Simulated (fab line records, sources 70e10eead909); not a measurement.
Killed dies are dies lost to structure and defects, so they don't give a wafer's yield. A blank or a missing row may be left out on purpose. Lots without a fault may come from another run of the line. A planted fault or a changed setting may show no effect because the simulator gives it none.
Which tool did it? | flow nand_harc | 24 lots, 72 wafers sampled, at 6 steps of a route of 1159

WHAT THE GAUGES READ, wafer by wafer
NHARC_A_CONTACT_CD_MEAS_69: target cd 200 nm.
lot  | measured     | on        | cd_nm (nm)
L076 | day 16 16:53 | cd_sem-03 | 200.0 200.1 199.8
L075 | day 16 16:08 | cd_sem-02 | 199.5 200.0 199.3
L074 | day 17 01:51 | cd_sem-01 | 199.8 199.9 200.1
L077 | day 18 03:35 | cd_sem-01 | 199.9 200.1 200.0
L080 | day 17 22:42 | cd_sem-02 | 199.6 200.1 200.1
L079 | day 17 17:47 | cd_sem-01 | 200.2 200.6 200.5
L078 | day 18 12:59 | cd_sem-03 | 200.2 200.2 200.4
L081 | day 18 14:40 | cd_sem-02 | 199.6 200.1 200.6
L084 | day 19 07:05 | cd_sem-03 | 200.3 200.7 200.2
L082 | day 19 03:31 | cd_sem-02 | 199.7 200.6 200.4
L083 | day 19 03:02 | cd_sem-02 | 199.9 200.6 200.2
L085 | day 19 16:44 | cd_sem-03 | 200.0 200.2 200.6
L088 | day 19 16:59 | cd_sem-03 | 200.1 199.8 199.7
L086 | day 20 03:50 | cd_sem-03 | 200.4 200.2 200.8
L090 | day 20 13:41 | cd_sem-01 | 200.4 200.7 199.9
L087 | day 20 15:17 | cd_sem-03 | 199.9 199.8 200.0
L089 | day 20 16:33 | cd_sem-03 | 199.8 200.1 199.6
L091 | day 20 20:47 | cd_sem-02 | 199.7 200.3 200.3
L093 | day 21 12:57 | cd_sem-01 | 200.4 199.9 200.8
L094 | day 21 14:56 | cd_sem-03 | 200.6 200.5 199.5
L095 | day 21 22:07 | cd_sem-01 | 200.8 200.3 200.2
L092 | day 21 16:17 | cd_sem-02 | 200.1 199.7 200.0
L096 | day 22 07:04 | cd_sem-03 | 200.3 200.1 200.3
L097 | day 22 21:06 | cd_sem-03 | 199.9 199.7 200.5

WHICH TOOL RAN EACH LOT (tool, then ch and the chambers of the sampled wafers, then the start)
lot  | NHARC_A_SLIT_ETCH_29               | NHARC_A_CONTACT_ETCH_48            | NHARC_A_CONTACT_ETCH_119             | NHARC_A_CONTACT_ETCH_121             | NHARC_A_CONTACT_ETCH_122
L076 | rie_diel-01 ch 2,3, day 14 13:20   | rie_diel-09 ch 0,2,3, day 16 08:51 | har_cap_etch-01 ch 0,1, day 16 10:51 | har_cap_etch-01 ch 0,1, day 16 11:02 | har_cap_etch-01 ch 0,1, day 16 11:08
L075 | rie_diel-01 ch 2,3, day 14 15:26   | rie_diel-09 ch 0,1, day 16 05:32   | har_cap_etch-03 ch 0,1, day 16 07:53 | har_cap_etch-03 ch 0,1, day 16 08:08 | har_cap_etch-03 ch 0,1, day 16 08:15
L074 | rie_diel-08 ch 0,3, day 14 18:36   | rie_diel-03 ch 0,1, day 16 18:28   | har_cap_etch-03 ch 0,1, day 16 20:52 | har_cap_etch-03 ch 0,1, day 16 21:07 | har_cap_etch-03 ch 0,1, day 16 21:14
L077 | rie_diel-12 ch 2,3, day 15 11:12   | rie_diel-09 ch 0,1,2, day 17 17:53 | har_cap_etch-03 ch 0,1, day 17 20:11 | har_cap_etch-03 ch 0,1, day 17 20:26 | har_cap_etch-03 ch 0,1, day 17 20:33
L080 | rie_diel-01 ch 0,1,2, day 15 13:31 | rie_diel-09 ch 2,3, day 17 16:02   | har_cap_etch-01 ch 0,1, day 17 18:11 | har_cap_etch-01 ch 0,1, day 17 18:22 | har_cap_etch-01 ch 0,1, day 17 18:27
L079 | rie_diel-12 ch 0,1,3, day 15 13:43 | rie_diel-09 ch 0,1,3, day 17 11:16 | har_cap_etch-02 ch 0,1, day 17 13:22 | har_cap_etch-02 ch 0,1, day 17 13:32 | har_cap_etch-02 ch 0,1, day 17 13:38
L078 | rie_diel-01 ch 1,2,3, day 15 15:10 | rie_diel-09 ch 1,2,3, day 18 01:20 | har_cap_etch-02 ch 0,1, day 18 03:36 | har_cap_etch-02 ch 0,1, day 18 03:51 | har_cap_etch-02 ch 0,1, day 18 03:58
L081 | rie_diel-01 ch 0,2,3, day 16 03:58 | rie_diel-03 ch 1,3, day 18 04:43   | har_cap_etch-02 ch 0,1, day 18 07:01 | har_cap_etch-02 ch 0,1, day 18 07:16 | har_cap_etch-02 ch 0,1, day 18 07:23
L084 | rie_diel-08 ch 0,1,2, day 16 17:26 | rie_diel-03 ch 0,1,3, day 18 21:10 | har_cap_etch-03 ch 0,1, day 18 23:30 | har_cap_etch-03 ch 0,1, day 18 23:44 | har_cap_etch-03 ch 0,1, day 18 23:52
L082 | rie_diel-01 ch 0,2,3, day 16 18:10 | rie_diel-03 ch 0,1,3, day 18 17:17 | har_cap_etch-01 ch 0,1, day 18 19:38 | har_cap_etch-01 ch 0,1, day 18 19:49 | har_cap_etch-01 ch 0,1, day 18 19:55
L083 | rie_diel-08 ch 0,1,3, day 16 19:06 | rie_diel-09 ch 1,2,3, day 18 17:28 | har_cap_etch-03 ch 0,1, day 18 19:28 | har_cap_etch-03 ch 0,1, day 18 19:39 | har_cap_etch-03 ch 0,1, day 18 19:44
L085 | rie_diel-12 ch 1,2,3, day 17 12:11 | rie_diel-03 ch 0,1,3, day 19 08:29 | har_cap_etch-01 ch 0,1, day 19 11:28 | har_cap_etch-01 ch 0,1, day 19 11:39 | har_cap_etch-01 ch 0,1, day 19 11:44
L088 | rie_diel-01 ch 0,1,3, day 17 13:56 | rie_diel-03 ch 1,2, day 19 07:41   | har_cap_etch-03 ch 0,1, day 19 11:10 | har_cap_etch-03 ch 0,1, day 19 11:29 | har_cap_etch-03 ch 0,1, day 19 11:38
L086 | rie_diel-01 ch 1,3, day 18 01:08   | rie_diel-09 ch 1,2, day 19 20:42   | har_cap_etch-03 ch 0,1, day 19 23:01 | har_cap_etch-03 ch 0,1, day 19 23:15 | har_cap_etch-03 ch 0,1, day 19 23:22
L090 | rie_diel-12 ch 0,2,3, day 18 11:04 | rie_diel-03 ch 0,1,2, day 20 07:04 | har_cap_etch-02 ch 0,1, day 20 09:05 | har_cap_etch-02 ch 0,1, day 20 09:16 | har_cap_etch-02 ch 0,1, day 20 09:22
L087 | rie_diel-08 ch 0,1,3, day 18 12:14 | rie_diel-09 ch 0,2,3, day 20 08:14 | har_cap_etch-01 ch 0,1, day 20 10:35 | har_cap_etch-01 ch 0,1, day 20 10:46 | har_cap_etch-01 ch 0,1, day 20 10:52
L089 | rie_diel-12 ch 0,1,3, day 18 13:02 | rie_diel-02 ch 1,3, day 20 09:22   | har_cap_etch-03 ch 0,1, day 20 11:38 | har_cap_etch-03 ch 0,1, day 20 11:53 | har_cap_etch-03 ch 0,1, day 20 12:00
L091 | rie_diel-08 ch 0,1,3, day 18 14:26 | rie_diel-03 ch 1,2, day 20 14:07   | har_cap_etch-01 ch 0,1, day 20 16:09 | har_cap_etch-01 ch 0,1, day 20 16:20 | har_cap_etch-01 ch 0,1, day 20 16:26
L093 | rie_diel-08 ch 1,2, day 19 07:06   | rie_diel-02 ch 1,2, day 21 04:08   | har_cap_etch-03 ch 0,1, day 21 06:30 | har_cap_etch-03 ch 0,1, day 21 06:44 | har_cap_etch-03 ch 0,1, day 21 06:52
L094 | rie_diel-12 ch 0,1,3, day 19 08:46 | rie_diel-09 ch 0,1, day 21 08:28   | har_cap_etch-02 ch 0,1, day 21 10:28 | har_cap_etch-02 ch 0,1, day 21 10:40 | har_cap_etch-02 ch 0,1, day 21 10:45
L095 | rie_diel-12 ch 2,3, day 19 10:28   | rie_diel-09 ch 0,2,3, day 21 13:34 | har_cap_etch-02 ch 0,1, day 21 15:35 | har_cap_etch-02 ch 0,1, day 21 15:46 | har_cap_etch-02 ch 0,1, day 21 15:52
L092 | rie_diel-01 ch 0,1,2, day 19 11:02 | rie_diel-02 ch 0,1,2, day 21 09:37 | har_cap_etch-03 ch 0,1, day 21 11:43 | har_cap_etch-03 ch 0,1, day 21 11:53 | har_cap_etch-03 ch 0,1, day 21 11:59
L096 | rie_diel-01 ch 0,2,3, day 20 00:17 | rie_diel-03 ch 0,1,3, day 22 00:26 | har_cap_etch-01 ch 0,1, day 22 02:27 | har_cap_etch-01 ch 0,1, day 22 02:38 | har_cap_etch-01 ch 0,1, day 22 02:44
L097 | rie_diel-12 ch 1,2,3, day 20 12:10 | rie_diel-03 ch 0,1,3, day 22 13:19 | har_cap_etch-02 ch 0,1, day 22 15:22 | har_cap_etch-02 ch 0,1, day 22 15:33 | har_cap_etch-02 ch 0,1, day 22 15:38
- NHARC_A_SLIT_ETCH_29: etches the open film in CF4/O2, target depth 100 nm, overetch 10 nm, time 55 s.
- NHARC_A_CONTACT_ETCH_48: etches the open film in CF4, target depth 39 nm, time 65 s.
- NHARC_A_CONTACT_ETCH_119: etches the open film in C4F8/O2/Ar, time 94 s, target depth 922 nm.
- NHARC_A_CONTACT_ETCH_121: etches the open film in C4F8/O2/Ar, time 94 s, target depth 922 nm.
- NHARC_A_CONTACT_ETCH_122: etches the open film in C4F8/O2/Ar, time 95 s, target depth 930 nm.

WHAT THE TOOLS THEMSELVES READ (means of the sampled wafers that have a number; where no wafer has one, the mark that the record gives instead)
NHARC_A_SLIT_ETCH_29.
lot  | tool        | drypump_motor_current_A (A) | oes_f_703_au (a.u.) | oes_product_au (a.u.) | rf_fwd_power_W (W) | rf_vpp_V (V) | showerhead_plenum_p_Torr (Torr) | throttle_valve_pct (%)
L076 | rie_diel-01 | 5.9                         | 0.999               | 1.016                 | 297.1              | 197.1        | 1.29                            | 13.396
L075 | rie_diel-01 | 5.9                         | 0.999               | 1.015                 | 299.2              | 196.5        | 1.28                            | 13.395
L074 | rie_diel-08 | 5.8                         | 1.002               | 0.992                 | 297.0              | 197.6        | 1.33                            | 13.388
L077 | rie_diel-12 | 5.3                         | 1.003               | 0.995                 | 297.0              | 197.8        | 1.33                            | 13.391
L080 | rie_diel-01 | 5.6                         | 0.996               | 1.005                 | 297.8              | 197.9        | 1.31                            | 13.398
L079 | rie_diel-12 | 5.9                         | 1.000               | 0.991                 | 298.3              | 198.1        | 1.37                            | 13.403
L078 | rie_diel-01 | 5.5                         | 0.999               | 1.011                 | 297.4              | 197.4        | 1.33                            | 13.400
L081 | rie_diel-01 | 5.9                         | 0.997               | 1.017                 | 296.7              | 197.1        | 1.27                            | 13.397
L084 | rie_diel-08 | 5.9                         | 1.000               | 0.989                 | 297.0              | 197.2        | 1.29                            | 13.400
L082 | rie_diel-01 | 5.9                         | 1.000               | 1.014                 | 297.5              | 196.5        | 1.27                            | 13.393
L083 | rie_diel-08 | 6.0                         | 1.000               | 1.002                 | 295.9              | 197.2        | 1.30                            | 13.403
L085 | rie_diel-12 | 5.7                         | 1.001               | 1.002                 | 297.6              | 198.4        | 1.38                            | 13.393
L088 | rie_diel-01 | 5.5                         | 0.999               | 1.015                 | 296.6              | 198.1        | 1.32                            | 13.400
L086 | rie_diel-01 | 5.1                         | 1.000               | 1.012                 | 296.5              | 198.2        | 1.37                            | 13.395
L090 | rie_diel-12 | 5.8                         | 1.005               | 0.994                 | 298.0              | 198.8        | 1.38                            | 13.399
L087 | rie_diel-08 | 6.0                         | 0.999               | 0.995                 | 296.4              | 196.7        | 1.30                            | 13.394
L089 | rie_diel-12 | 5.9                         | 1.000               | 0.997                 | 297.4              | 199.3        | 1.37                            | 13.405
L091 | rie_diel-08 | 6.0                         | 1.001               | 0.999                 | 297.0              | 197.6        | 1.30                            | 13.397
L093 | rie_diel-08 | 5.7                         | 0.994               | 0.995                 | 296.1              | 197.2        | 1.26                            | 13.398
L094 | rie_diel-12 | 5.9                         | 1.002               | 0.989                 | 297.6              | 199.2        | 1.37                            | 13.400
L095 | rie_diel-12 | 5.3                         | 1.000               | 0.998                 | 298.1              | 196.6        | 1.32                            | 13.399
L092 | rie_diel-01 | 5.6                         | 1.000               | 1.008                 | 296.9              | 197.3        | 1.31                            | 13.407
L096 | rie_diel-01 | 6.0                         | 1.002               | 1.007                 | 297.3              | 196.9        | 1.27                            | 13.391
L097 | rie_diel-12 | 5.7                         | 1.003               | 0.995                 | 297.5              | 199.1        | 1.37                            | 13.395

NHARC_A_CONTACT_ETCH_48.
lot  | tool        | drypump_motor_current_A (A) | oes_product_au (a.u.) | rf_fwd_power_W (W) | rf_vpp_V (V) | showerhead_plenum_p_Torr (Torr) | throttle_valve_pct (%)
L076 | rie_diel-09 | 5.95                        | 0.996                 | 296.9              | 149.9        | 1.70                            | 13.281
L075 | rie_diel-09 | 5.66                        | 1.005                 | 296.4              | 149.8        | 1.68                            | 13.279
L074 | rie_diel-03 | 5.73                        | 0.997                 | 298.1              | 151.5        | 1.77                            | 13.286
L077 | rie_diel-09 | 5.74                        | 0.996                 | 296.3              | 150.3        | 1.66                            | 13.281
L080 | rie_diel-09 | 6.07                        | 0.996                 | 297.2              | 150.3        | 1.74                            | 13.290
L079 | rie_diel-09 | 5.77                        | 1.007                 | 297.0              | 150.6        | 1.71                            | 13.275
L078 | rie_diel-09 | 5.85                        | 0.997                 | 297.6              | 151.0        | 1.70                            | 13.288
L081 | rie_diel-03 | 5.68                        | 0.987                 | 298.2              | 150.3        | 1.74                            | 13.279
L084 | rie_diel-03 | 5.77                        | 0.996                 | 297.6              | 150.9        | 1.74                            | 13.297
L082 | rie_diel-03 | 5.76                        | 0.991                 | 298.3              | 151.4        | 1.74                            | 13.281
L083 | rie_diel-09 | 5.84                        | 1.005                 | 297.6              | 150.6        | 1.70                            | 13.278
L085 | rie_diel-03 | 5.76                        | 1.000                 | 298.1              | 150.6        | 1.73                            | 13.276
L088 | rie_diel-03 | 5.72                        | 0.991                 | 298.0              | 151.1        | 1.79                            | 13.279
L086 | rie_diel-09 | 5.80                        | 1.000                 | 296.1              | 152.0        | 1.83                            | 13.287
L090 | rie_diel-03 | 5.81                        | 1.001                 | 296.5              | 151.3        | 1.78                            | 13.292
L087 | rie_diel-09 | 5.96                        | 1.001                 | 297.0              | 151.6        | 1.79                            | 13.289
L089 | rie_diel-02 | 5.54                        | 1.000                 | 297.3              | 153.2        | 1.89                            | 13.276
L091 | rie_diel-03 | 5.73                        | 0.989                 | 298.3              | 150.9        | 1.78                            | 13.289
L093 | rie_diel-02 | 5.27                        | 1.001                 | 297.7              | 151.9        | 1.83                            | 13.286
L094 | rie_diel-09 | 5.67                        | 0.999                 | 296.7              | 149.5        | 1.68                            | 13.283
L095 | rie_diel-09 | 5.95                        | 1.001                 | 297.0              | 152.1        | 1.79                            | 13.280
L092 | rie_diel-02 | 5.67                        | 1.008                 | 296.6              | 151.6        | 1.76                            | 13.281
L096 | rie_diel-03 | 5.75                        | 0.997                 | 297.7              | 151.5        | 1.73                            | 13.285
L097 | rie_diel-03 | 5.76                        | 0.996                 | 297.1              | 150.9        | 1.73                            | 13.291

THE ANSWER, worked out from the rows above alone
Rule: what is usual is taken from the lots themselves. Put in order of their means at a reading, lots are off if they are a third of the lots or fewer, leave a main group of 4 or more, and stand apart from it by a gap of 3 or more times the standard deviation of the main group's means; of several such gaps the widest counts. A main group whose means are all the same, to the digits that the tables above print for the reading, isn't used. A lot without any number at a reading at which 4 lots or more have one is off too. The other lots that the step has rows for count as sound. The gauges are gone through in route order, then the tools' own readings, and for those a lot's mean is taken as printed above. The first step at which some lot is off is used, and at that step the reading that is off furthest; a lot without a number counts as furthest.
No lot is off at any reading shown: from this, nothing can be told.

WHAT THE SIMULATOR HAD PUT IN
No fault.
